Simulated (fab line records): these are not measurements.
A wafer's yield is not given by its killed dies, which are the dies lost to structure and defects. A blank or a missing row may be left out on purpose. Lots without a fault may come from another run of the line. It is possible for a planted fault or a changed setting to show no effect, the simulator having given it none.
fab line records | flow n5_finfet
[record] lots = 24 wafers = 72 last_day = 18
route steps=1938 shown BEOL_M4@1072
lots that met no fault: taken from a fault-free run of the same line
start_h: hours from the record's opening day to when the first of the lot's shown wafers began | wait_h: hours elapsed since this lot's preceding step | " identical to the entry in the row above | L1.1+2: several wafers, shown together as one row | - no value, or no start given | * or withheld: withheld | < > ~ a bound
route shown NAME@n: names a module that has steps shown in the file, with the first one's number in the route | usual: mean/standard deviation taken from wafers without a fault | same: alike in all rows | chamber/n: place in a boat | sites: the reading at each site | _std_site: the standard deviation of these | _edge_site: outer sites' mean less inner sites' | radius_mm: how far each site lies from the wafer's centre | mask NAME#n: copy n | behind: the tool/chamber that last shaped the wafer | hold: why the lot was held/for how many hours/how that ended | device: whichever transistor did not switch (one of n, p or np) | end of line: at the end of the route, the tests of the same wafers | a step given without rows: its recipe and nothing more | killed: dies that structure and defects cost at the first sort, which is not the same as the wafer's yield | map: shows each die of a wafer: x if killed, . if not, _ if none is there
set.NAME: the run value of the setting; set.NAME@STEP: its run value at that earlier step | model.NAME: the simulator's own value behind a step, which no gauge read
route steps across a sampled set of lots; one table per step, one row per wafer
services: the hour from which a tool's chamber was out of use, counted from the record's first day as start_h (under 0 if before that day), plus the number of hours and why
[[steps]]
[step N5_BEOL_M4_STRIP_97]
[recipe] chemistry = N2/H2 time_s = 10 power_w = 450 temp_c = 40 pressure_mtorr = 20 rf_frequency_hz = 6e+07 bias_power_w = 7 n2_flow_sccm = 200 h2_flow_sccm = 200
[usual] bias_power_w = 7.003/0.021 drypump_motor_current_A = 5.8/0.41 oes_product_au = 0.82/0.096 rf_vpp_V = 59.2/0.87 showerhead_plenum_p_Torr = 2.56/0.074 throttle_valve_pct = 23.6/0.34
// columns lot.wafer tool chamber start_h wait_h bias_power_w drypump_motor_current_A oes_product_au rf_hours_counter_h rf_vpp_V showerhead_plenum_p_Torr throttle_valve_pct
L074.3 rie_diel-06 1 - - 7.012 6.5 0.69 248 57.8 2.59 23.4
L074.4 " 2 " " 7.033 6.4 0.95 5 59.8 2.58 23.2
L074.6 " 1 " " 6.995 6.5 0.69 - 59.8 2.59 23.4
L075.1 rie_diel-04 3 - - 7.002 5.4 0.73 229 57.8 2.50 23.6
L075.2 " 1 " " 6.991 5.4 0.72 229 59.9 2.63 24.2
L075.4 " 2 " " 6.988 5.8 0.82 - 60.6 2.65 23.4
L077.2 rie_diel-04 1 - - 7.044 5.4 0.73 230 58.7 2.63 24.2
L077.5 " 1 " " 7.033 5.4 0.72 - 58.5 2.63 24.2
L077.6 " 3 " " 7.010 5.4 0.73 - 58.7 2.50 23.6
L076.2 rie_diel-06 0 - - 7.047 5.4 0.68 213 60.0 2.39 23.4
L076.3 " 3 " " 6.979 5.7 0.89 25 59.3 2.60 23.3
L076.4 " 2 " " 7.013 6.4 0.91 17 58.1 2.58 23.2
L078.1 rie_diel-05 0 - - 7.010 5.4 0.91 16 57.6 2.51 23.9
L078.4 " 2 " " 6.983 5.7 0.77 - 60.7 2.68 23.9
L078.5 " 0 " " 6.981 5.4 0.92 - 59.6 2.51 23.9
L079.3 rie_diel-05 0 - - 7.001 5.4 0.91 17 58.9 2.51 23.9
L079.4 " 0 " " 7.006 5.4 0.92 - 58.2 2.51 23.9
L079.6 " 3 " " 7.002 6.1 0.69 - 59.8 2.52 24.1
L080.1 rie_diel-04 1 - - 7.005 5.4 0.72 237 60.3 2.63 24.2
L080.3 " 0 " " 7.021 5.4 0.66 248 59.3 2.59 23.9
L080.4 " 2 " " 7.029 5.9 0.82 112 59.1 2.65 23.4
L081.2 rie_diel-06 0 - - 7.030 5.4 0.68 215 58.7 2.39 23.4
L081.3 " 3 " " 7.010 5.7 0.88 27 60.9 2.60 23.3
L081.5 " 2 " " 7.020 6.4 0.91 - 59.9 2.58 23.2
L082.3 rie_diel-04 3 - - 7.025 5.4 0.71 247 60.1 2.49 23.7
L082.4 " 2 " " 6.992 5.9 0.79 124 60.6 2.65 23.4
L082.6 " 1 " " 6.991 5.4 0.70 - 58.5 2.62 24.2
L083.4 rie_diel-06 1 - - 6.956 6.5 0.94 19 59.5 2.58 23.1
L083.5 " 2 " " 6.990 6.4 0.89 - 58.7 2.57 23.2
L083.6 " 1 " " 7.008 6.5 0.94 - 60.3 2.58 23.1
L084.2 rie_diel-06 1 - - 7.014 6.5 0.93 20 59.4 2.58 23.1
L084.4 " 2 " " 7.038 6.4 0.88 33 58.8 2.57 23.2
L084.6 " 1 " " 6.992 6.5 0.93 - 60.4 2.58 23.1
L085.1 rie_diel-05 2 - - 7.015 5.7 0.76 147 58.6 2.67 23.9
L085.2 " 1 " " 7.012 6.1 0.87 57 59.8 2.58 23.3
L085.6 " 0 " " 6.975 5.4 0.87 - 59.8 2.50 24.0
L086.2 rie_diel-04 2 - - 6.991 5.9 0.79 133 58.1 2.64 23.4
L086.5 " 0 " " 7.006 5.4 0.89 - 59.0 2.58 23.3
L086.6 " 3 " " 6.948 5.3 0.71 - 60.0 2.49 23.6
L088.1 rie_diel-05 1 - - 6.987 6.2 0.87 63 59.3 2.57 23.3
L088.2 " 0 " " 7.031 5.4 0.86 41 60.2 2.50 24.0
L088.3 " 2 " " 7.001 5.7 0.75 153 59.6 2.66 24.0
L087.2 rie_diel-04 2 - - 7.011 5.9 0.78 143 59.7 2.64 23.4
L087.3 " 1 " " 6.961 5.4 0.96 8 60.0 2.62 24.0
L087.6 " 2 " " 7.025 5.9 0.79 - 60.1 2.64 23.4
L090.1 rie_diel-04 3 - - 7.005 5.4 1.00 1 57.9 2.48 23.5
L090.3 " 2 " " 7.010 5.8 0.78 147 60.3 2.64 23.4
L090.5 " 2 " " 7.002 5.8 0.78 - 58.8 2.64 23.4
L089.2 rie_diel-06 3 - - 6.975 5.7 0.85 55 58.1 2.59 23.4
L089.4 " 0 " " 7.025 5.3 0.66 243 59.2 2.38 23.5
L089.6 " 0 " " 6.993 5.3 0.66 - 58.6 2.38 23.5
L091.1 rie_diel-04 0 - - 7.000 5.3 0.86 35 58.6 2.57 23.3
L091.2 " 1 " " 7.003 5.4 0.94 18 58.0 2.61 24.0
L091.4 " 2 " " 7.033 5.9 0.76 153 59.2 2.63 23.4
L092.1 rie_diel-06 1 - - 6.998 6.4 0.88 39 59.3 2.57 23.1
L092.3 " 2 " " 6.974 6.4 0.86 52 59.3 2.56 23.2
L092.4 " 3 " " 6.986 5.7 0.84 61 61.0 2.58 23.4
L095.1 rie_diel-04 3 - - 7.006 5.4 0.95 8 58.3 2.48 23.5
L095.2 " 0 " " 6.996 5.4 0.86 37 57.4 2.57 23.3
L095.4 " 1 " " 6.973 5.4 0.93 20 59.4 2.61 24.0
L093.1 rie_diel-06 1 - - 7.012 6.5 0.88 42 59.3 2.57 23.1
L093.5 " 3 " " 7.005 5.7 0.83 - 59.4 2.58 23.4
L093.6 " 1 " " 6.993 6.5 0.90 - 59.1 2.57 23.1
L097.2 rie_diel-05 2 - - 7.009 5.7 0.72 174 59.9 2.66 24.0
L097.4 " 2 " " 6.997 5.7 0.72 - 59.6 2.66 24.0
L097.5 " 0 " " 6.995 5.3 0.83 - 59.1 2.49 24.0
L094.2 rie_diel-05 3 - - 7.013 6.2 1.04 1 58.8 2.51 23.8
L094.3 " 2 " " 7.002 5.7 0.72 175 59.5 2.66 24.0
L094.5 " 1 " " 6.990 6.2 0.83 - 60.3 2.56 23.3
L096.4 rie_diel-05 1 - - 6.995 6.1 0.82 88 60.3 2.56 23.3
L096.5 " 1 " " 6.991 6.1 0.83 - 57.9 2.56 23.3
L096.6 " 0 " " 6.998 5.3 0.82 - 59.3 2.49 24.0
[step N5_BEOL_M4_CD_MEAS_35]
[recipe] target_cd_nm = 18 target_cd_y_nm = 22.4 polarity = opening
[usual] cd_nm = 18.2/0.5
// columns lot.wafer tool chamber start_h wait_h cd_nm
L074.3 cd_sem-01 - 157.82 0.0 18.1
L074.4 " - " " 18.5
L074.6 " - " " 18.1
L075.1 cd_sem-02 - 174.54 0.0 18.4
L075.2 " - " " 17.3
L075.4 " - " " 16.8
L077.2 cd_sem-01 - 175.59 0.0 18.1
L077.5 " - " " 18.1
L077.6 " - " " 17.9
L076.2 cd_sem-03 - 185.67 0.0 17.9
L076.3 " - " " 18.1
L076.4 " - " " 17.8
L078.1 cd_sem-02 - 191.60 0.0 17.5
L078.4 " - " " 17.6
L078.5 " - " " 17.9
L079.3 cd_sem-03 - 192.82 0.0 17.7
L079.4 " - " " 18.1
L079.6 " - " " 17.9
L080.1 cd_sem-02 - 193.39 0.0 17.6
L080.3 " - " " 17.8
L080.4 " - " " 18.0
L081.2 cd_sem-01 - 195.34 0.0 18.7
L081.3 " - " " 18.0
L081.5 " - " " 17.8
L082.3 cd_sem-01 - 228.76 0.0 19.1
L082.4 " - " " 19.0
L082.6 " - " " 18.8
L083.4 cd_sem-01 - 228.95 0.0 19.1
L083.5 " - " " 19.0
L083.6 " - " " 18.9
L084.2 cd_sem-02 - 233.03 0.0 18.1
L084.4 " - " " 18.6
L084.6 " - " " 18.6
L085.1 cd_sem-03 - 250.96 0.0 17.5
L085.2 " - " " 18.4
L085.6 " - " " 18.5
L086.2 cd_sem-03 - 250.98 0.0 18.1
L086.5 " - " " 17.3
L086.6 " - " " 17.6
L088.1 cd_sem-03 - 263.03 0.0 18.0
L088.2 " - " " 19.1
L088.3 " - " " 19.1
L087.2 cd_sem-03 - 270.21 0.0 17.5
L087.3 " - " " 18.1
L087.6 " - " " 18.3
L090.1 cd_sem-03 - 279.79 0.0 18.4
L090.3 " - " " 18.1
L090.5 " - " " 18.0
L089.2 cd_sem-03 - 279.83 0.0 18.8
L089.4 " - " " 18.7
L089.6 " - " " 18.1
L091.1 cd_sem-01 - 295.15 0.0 18.4
L091.2 " - " " 17.4
L091.4 " - " " 18.5
L092.1 cd_sem-01 - 295.64 0.0 17.3
L092.3 " - " " 17.9
L092.4 " - " " 17.9
L095.1 cd_sem-02 - 301.28 0.0 18.8
L095.2 " - " " 18.4
L095.4 " - " " 18.2
L093.1 cd_sem-03 - 304.14 0.0 17.5
L093.5 " - " " 18.5
L093.6 " - " " 18.2
L097.2 cd_sem-03 - 309.33 0.0 18.1
L097.4 " - " " 18.2
L097.5 " - " " 17.7
L094.2 cd_sem-02 - 313.97 0.0 18.1
L094.3 " - " " 18.1
L094.5 " - " " 17.9
L096.4 cd_sem-02 - 321.46 0.0 18.4
L096.5 " - " " 18.4
L096.6 " - " " 18.6
[step N5_BEOL_M4_ANNEAL_80]
[recipe] temp_c = 400 time_s = 240 ambient = vacuum
[usual] heater_power_w = 821/58 susceptor_temp_C = 399.97/0.23
// columns lot.wafer tool chamber start_h wait_h heater_power_w susceptor_temp_C
L074.3 pvd_sputter-01 - 158.88 0.0 828 399.87
L074.4 " - " " 752 399.85
L074.6 " - " " 768 400.08
L075.1 pvd_sputter-01 - 175.85 0.0 757 400.42
L075.2 " - " " 738 399.81
L075.4 " - " " 820 399.87
L077.2 pvd_sputter-01 - 178.51 0.0 763 399.93
L077.5 " - " " 770 399.66
L077.6 " - " " 745 399.83
L076.2 pvd_sputter-03 - 188.80 0.0 838 399.90
L076.3 " - " " 779 400.13
L076.4 " - " " 894 399.73
L078.1 pvd_sputter-02 - 193.10 0.0 933 400.05
L078.4 " - " " 823 400.04
L078.5 " - " " 803 399.79
L079.3 pvd_sputter-02 - 195.24 0.0 823 400.23
L079.4 " - " " 897 399.90
L079.6 " - " " 914 399.87
L080.1 pvd_sputter-01 - 195.79 0.0 759 400.21
L080.3 " - " " 777 400.04
L080.4 " - " " 773 400.09
L081.2 pvd_sputter-03 - 197.06 0.0 859 399.54
L081.3 " - " " 776 400.37
L081.5 " - " " 879 399.46
L082.3 pvd_sputter-03 - 230.36 0.0 796 400.07
L082.4 " - " " 872 400.12
L082.6 " - " " 802 399.93
L083.4 pvd_sputter-01 - 231.11 0.0 738 400.24
L083.5 " - " " 775 400.15
L083.6 " - " " 777 399.81
L084.2 pvd_sputter-03 - 236.20 0.0 803 400.08
L084.4 " - " " 881 399.70
L084.6 " - " " 793 400.18
L085.1 pvd_sputter-02 - 253.30 0.0 892 400.07
L085.2 " - " " 918 400.42
L085.6 " - " " 813 399.81
L086.2 pvd_sputter-03 - 253.62 0.0 875 399.70
L086.5 " - " " 793 400.29
L086.6 " - " " 791 399.78
L088.1 pvd_sputter-02 - 266.18 0.0 755 399.84
L088.2 " - " " 887 400.00
L088.3 " - " " 824 400.00
L087.2 pvd_sputter-03 - 272.34 0.0 767 400.05
L087.3 " - " " 793 399.95
L087.6 " - " " 888 400.17
L090.1 pvd_sputter-02 - 281.26 0.0 886 399.94
L090.3 " - " " 936 399.78
L090.5 " - " " 886 400.12
L089.2 pvd_sputter-03 - 281.60 0.0 774 399.90
L089.4 " - " " 867 399.66
L089.6 " - " " 790 399.99
L091.1 pvd_sputter-03 - 296.31 0.0 764 400.09
L091.2 " - " " 796 399.88
L091.4 " - " " 852 400.20
L092.1 pvd_sputter-02 - 298.59 0.0 932 399.86
L092.3 " - " " 906 400.01
L092.4 " - " " 797 400.14
L095.1 pvd_sputter-01 - 302.58 0.0 748 399.68
L095.2 " - " " 831 399.82
L095.4 " - " " 783 400.12
L093.1 pvd_sputter-03 - 305.41 0.0 868 400.26
L093.5 " - " " 786 399.94
L093.6 " - " " 781 399.68
L097.2 pvd_sputter-03 - 310.53 0.0 842 400.01
L097.4 " - " " 793 400.73
L097.5 " - " " 861 399.94
L094.2 pvd_sputter-02 - 314.88 0.0 796 400.19
L094.3 " - " " 914 399.53
L094.5 " - " " 942 399.71
L096.4 pvd_sputter-03 - 322.42 0.0 881 400.16
L096.5 " - " " 794 399.80
L096.6 " - " " 757 400.20
[step N5_BEOL_M4_SPUTTER_86]
[recipe] material = Cu target_thk_a = 45 temp_c = -20 chamber_pressure_pa = 0.07 power_w = withheld time_s = 8.29
[usual] susceptor_temp_C = -20.01/0.11 throttle_valve_pct = 30.3/0.97
// columns lot.wafer tool chamber start_h wait_h susceptor_temp_C throttle_valve_pct
L074.3 pvd_sputter-01 - 159.24 0.1 -19.77 30.6
L074.4 " - " " -19.88 28.5
L074.6 " - " " -20.24 28.5
L075.1 pvd_sputter-01 - 176.21 0.1 -19.95 28.5
L075.2 " - " " -20.07 30.5
L075.4 " - " " -20.09 30.4
L077.2 pvd_sputter-01 - 178.87 0.1 -19.80 30.2
L077.5 " - " " -20.01 31.7
L077.6 " - " " -20.17 28.6
L076.2 pvd_sputter-03 - 189.16 0.1 -20.02 28.7
L076.3 " - " " -19.82 30.7
L076.4 " - " " -19.85 29.7
L078.1 pvd_sputter-02 - 193.46 0.1 -19.93 30.0
L078.4 " - " " -20.16 29.8
L078.5 " - " " -19.94 29.8
L079.3 pvd_sputter-02 - 195.60 0.1 -19.95 29.9
L079.4 " - " " -19.90 31.7
L079.6 " - " " -20.17 30.0
L080.1 pvd_sputter-01 - 196.15 0.1 -19.95 30.2
L080.3 " - " " -20.06 31.5
L080.4 " - " " -19.95 28.7
L081.2 pvd_sputter-03 - 197.42 0.1 -19.94 29.0
L081.3 " - " " -19.87 30.8
L081.5 " - " " -19.90 29.7
L082.3 pvd_sputter-03 - 230.72 0.1 -19.79 30.7
L082.4 " - " " -19.97 29.2
L082.6 " - " " -19.95 30.8
L083.4 pvd_sputter-01 - 231.47 0.1 -20.04 28.7
L083.5 " - " " -19.94 31.9
L083.6 " - " " -20.11 28.5
L084.2 pvd_sputter-03 - 236.56 0.1 -20.11 30.5
L084.4 " - " " -19.86 29.2
L084.6 " - " " -20.05 31.7
L085.1 pvd_sputter-02 - 253.66 0.1 -20.10 31.6
L085.2 " - " " -20.03 30.1
L085.6 " - " " -20.12 30.0
L086.2 pvd_sputter-03 - 253.98 0.1 -20.01 29.1
L086.5 " - " " -19.83 30.5
L086.6 " - " " -20.07 31.5
L088.1 pvd_sputter-02 - 266.54 0.1 -20.15 29.7
L088.2 " - " " -20.09 31.7
L088.3 " - " " -20.09 29.9
L087.2 pvd_sputter-03 - 272.70 0.1 -19.87 30.5
L087.3 " - " " -19.83 31.4
L087.6 " - " " -19.97 29.7
L090.1 pvd_sputter-02 - 281.62 0.1 -20.16 31.8
L090.3 " - " " -20.10 30.2
L090.5 " - " " -19.97 30.0
L089.2 pvd_sputter-03 - 281.96 0.1 -20.03 30.7
L089.4 " - " " -20.02 28.9
L089.6 " - " " -20.08 31.4
L091.1 pvd_sputter-03 - 296.67 0.1 -19.95 31.4
L091.2 " - " " -19.96 30.5
L091.4 " - " " -20.04 28.9
L092.1 pvd_sputter-02 - 298.95 0.1 -20.06 29.9
L092.3 " - " " -20.08 31.8
L092.4 " - " " -20.06 30.0
L095.1 pvd_sputter-01 - 302.94 0.1 -19.93 30.0
L095.2 " - " " -19.94 30.6
L095.4 " - " " -20.16 31.6
L093.1 pvd_sputter-03 - 305.77 0.1 -19.94 29.0
L093.5 " - " " -20.01 31.5
L093.6 " - " " -20.02 30.7
L097.2 pvd_sputter-03 - 310.89 0.1 -19.88 29.2
L097.4 " - " " -19.99 31.6
L097.5 " - " " -20.08 29.9
L094.2 pvd_sputter-02 - 315.24 0.1 -19.98 29.9
L094.3 " - " " -20.05 30.1
L094.5 " - " " -19.98 30.3
L096.4 pvd_sputter-03 - 322.78 0.1 -19.98 29.6
L096.5 " - " " -19.99 30.9
L096.6 " - " " -20.07 31.7
[step N5_BEOL_M4_ANNEAL_93]
[recipe] temp_c = 400 time_s = 240 ambient = vacuum
[usual] heater_power_w = 824/57 susceptor_temp_C = 399.96/0.23
// columns lot.wafer tool chamber start_h wait_h heater_power_w susceptor_temp_C
L074.3 pvd_sputter-01 - 159.98 0.0 824 399.83
L074.4 " - " " 758 399.78
L074.6 " - " " 750 400.15
L075.1 pvd_sputter-01 - 176.95 0.0 746 399.60
L075.2 " - " " 758 400.26
L075.4 " - " " 813 400.07
L077.2 pvd_sputter-01 - 179.61 0.0 754 400.10
L077.5 " - " " 777 399.60
L077.6 " - " " 748 399.45
L076.2 pvd_sputter-03 - 189.90 0.0 853 399.90
L076.3 " - " " 792 400.07
L076.4 " - " " 871 400.08
L078.1 pvd_sputter-02 - 194.20 0.0 924 400.00
L078.4 " - " " 823 400.42
L078.5 " - " " 837 400.20
L079.3 pvd_sputter-02 - 196.34 0.0 802 399.56
L079.4 " - " " 917 400.05
L079.6 " - " " 913 399.80
L080.1 pvd_sputter-01 - 196.89 0.0 750 400.22
L080.3 " - " " 781 400.32
L080.4 " - " " 766 399.73
L081.2 pvd_sputter-03 - 198.16 0.0 857 400.07
L081.3 " - " " 774 399.76
L081.5 " - " " 887 399.89
L082.3 pvd_sputter-03 - 231.46 0.0 797 399.97
L082.4 " - " " 872 399.69
L082.6 " - " " 812 400.17
L083.4 pvd_sputter-01 - 232.21 0.0 765 399.90
L083.5 " - " " 767 399.98
L083.6 " - " " 757 399.96
L084.2 pvd_sputter-03 - 237.30 0.0 788 399.66
L084.4 " - " " 877 400.30
L084.6 " - " " 786 400.32
L085.1 pvd_sputter-02 - 254.40 0.0 903 399.99
L085.2 " - " " 948 400.08
L085.6 " - " " 813 400.12
L086.2 pvd_sputter-03 - 254.72 0.0 871 399.77
L086.5 " - " " 787 400.18
L086.6 " - " " 791 400.11
L088.1 pvd_sputter-02 - 267.28 0.0 760 400.00
L088.2 " - " " 890 400.28
L088.3 " - " " 822 399.83
L087.2 pvd_sputter-03 - 273.44 0.0 794 399.91
L087.3 " - " " 781 400.03
L087.6 " - " " 877 400.36
L090.1 pvd_sputter-02 - 282.36 0.0 915 399.86
L090.3 " - " " 914 400.14
L090.5 " - " " 918 400.04
L089.2 pvd_sputter-03 - 282.70 0.0 792 399.97
L089.4 " - " " 892 400.03
L089.6 " - " " 797 399.93
L091.1 pvd_sputter-03 - 297.41 0.0 801 400.16
L091.2 " - " " 786 399.99
L091.4 " - " " 878 399.84
L092.1 pvd_sputter-02 - 299.69 0.0 931 399.73
L092.3 " - " " 916 399.88
L092.4 " - " " 829 399.81
L095.1 pvd_sputter-01 - 303.68 0.0 757 400.03
L095.2 " - " " 826 399.90
L095.4 " - " " 779 400.05
L093.1 pvd_sputter-03 - 306.51 0.0 886 400.39
L093.5 " - " " 807 400.04
L093.6 " - " " 796 399.56
L097.2 pvd_sputter-03 - 311.63 0.0 877 400.04
L097.4 " - " " 782 400.50
L097.5 " - " " 876 400.12
L094.2 pvd_sputter-02 - 315.98 0.0 812 399.44
L094.3 " - " " 926 399.74
L094.5 " - " " 947 399.77
L096.4 pvd_sputter-03 - 323.52 0.0 878 399.87
L096.5 " - " " 797 399.82
L096.6 " - " " 783 399.75
[step N5_BEOL_M4_INSPECT_59]
[recipe] inspect_instrument = darkfield mode = post_dep
[usual] raw_defect_count = 76/26
// columns lot.wafer tool chamber start_h wait_h raw_defect_count
L074.3 defect_inspect-02 - 161.67 0.0 91
L074.4 " - " " 63
L074.6 " - " " 40
L075.1 defect_inspect-01 - 178.38 0.0 82
L075.2 " - " " 74
L075.4 " - " " 77
L077.2 defect_inspect-01 - 181.04 0.0 89
L077.5 " - " " 95
L077.6 " - " " 97
L076.2 defect_inspect-02 - 191.34 0.0 52
L076.3 " - " " 51
L076.4 " - " " 55
L078.1 defect_inspect-02 - 195.80 0.0 63
L078.4 " - " " 65
L078.5 " - " " 48
L079.3 defect_inspect-02 - 197.78 0.0 52
L079.4 " - " " 46
L079.6 " - " " 42
L080.1 defect_inspect-02 - 198.32 0.0 63
L080.3 " - " " 50
L080.4 " - " " 70
L081.2 defect_inspect-01 - 199.60 0.0 63
L081.3 " - " " 72
L081.5 " - " " 62
L082.3 defect_inspect-02 - 232.89 0.0 112
L082.4 " - " " 96
L082.6 " - " " 61
L083.4 defect_inspect-02 - 233.66 0.0 58
L083.5 " - " " 138
L083.6 " - " " 84
L084.2 defect_inspect-02 - 238.73 0.0 78
L084.4 " - " " 97
L084.6 " - " " 75
L085.1 defect_inspect-01 - 255.83 0.0 65
L085.2 " - " " 50
L085.6 " - " " 93
L086.2 defect_inspect-01 - 256.26 0.0 80
L086.5 " - " " 70
L086.6 " - " " 72
L088.1 defect_inspect-01 - 268.81 0.0 50
L088.2 " - " " 75
L088.3 " - " " 67
L087.2 defect_inspect-02 - 275.08 0.0 47
L087.3 " - " " 94
L087.6 " - " " 58
L090.1 defect_inspect-01 - 283.93 0.0 90
L090.3 " - " " 69
L090.5 " - " " 80
L089.2 defect_inspect-01 - 284.34 0.0 46
L089.4 " - " " 80
L089.6 " - " " 57
L091.1 defect_inspect-01 - 299.12 0.0 104
L091.2 " - " " 49
L091.4 " - " " 103
L092.1 defect_inspect-01 - 301.39 0.0 93
L092.3 " - " " 86
L092.4 " - " " 135
L095.1 defect_inspect-01 - 306.03 0.0 88
L095.2 " - " " 68
L095.4 " - " " 69
L093.1 defect_inspect-02 - 308.24 0.0 85
L093.5 " - " " 82
L093.6 " - " " 92
L097.2 defect_inspect-01 - 313.08 0.0 41
L097.4 " - " " 59
L097.5 " - " " 43
L094.2 defect_inspect-01 - 318.60 0.0 97
L094.3 " - " " 113
L094.5 " - " " 118
L096.4 defect_inspect-02 - 324.95 0.0 71
L096.5 " - " " 110
L096.6 " - " " 133
[[services]]
// columns tool chamber start_h hours kind
rie_diel-06 1 163.37 - clean
rie_diel-06 1 163.37 - consumable_replace:focus_ring
rie_diel-06 1 163.37 11.2 scheduled_down
rie_diel-06 1 163.37 11.2 vent_cycle
rie_diel-05 0 167.07 5.0 repair
rie_diel-04 2 175.54 3.6 repair
rie_diel-05 1 183.42 12.0 repair
rie_diel-04 0 197.28 - clean
rie_diel-04 0 197.28 - consumable_replace:focus_ring
rie_diel-04 0 197.28 12.2 scheduled_down
rie_diel-04 0 197.28 12.2 vent_cycle
rie_diel-05 - 205.16 0.7 repair
rie_diel-05 - 218.37 0.1 repair
rie_diel-04 1 229.60 - clean
rie_diel-04 1 229.60 - consumable_replace:focus_ring
rie_diel-04 1 229.60 21.3 scheduled_down
rie_diel-04 1 229.60 21.3 vent_cycle
rie_diel-05 3 242.46 40.9 repair
rie_diel-04 3 250.90 - clean
rie_diel-04 3 250.90 - consumable_replace:focus_ring
rie_diel-04 3 250.90 25.0 scheduled_down
rie_diel-04 3 250.90 25.0 vent_cycle
rie_diel-04 1 252.29 3.0 repair
rie_diel-06 2 275.94 2.5 repair
[[key]]
fault none
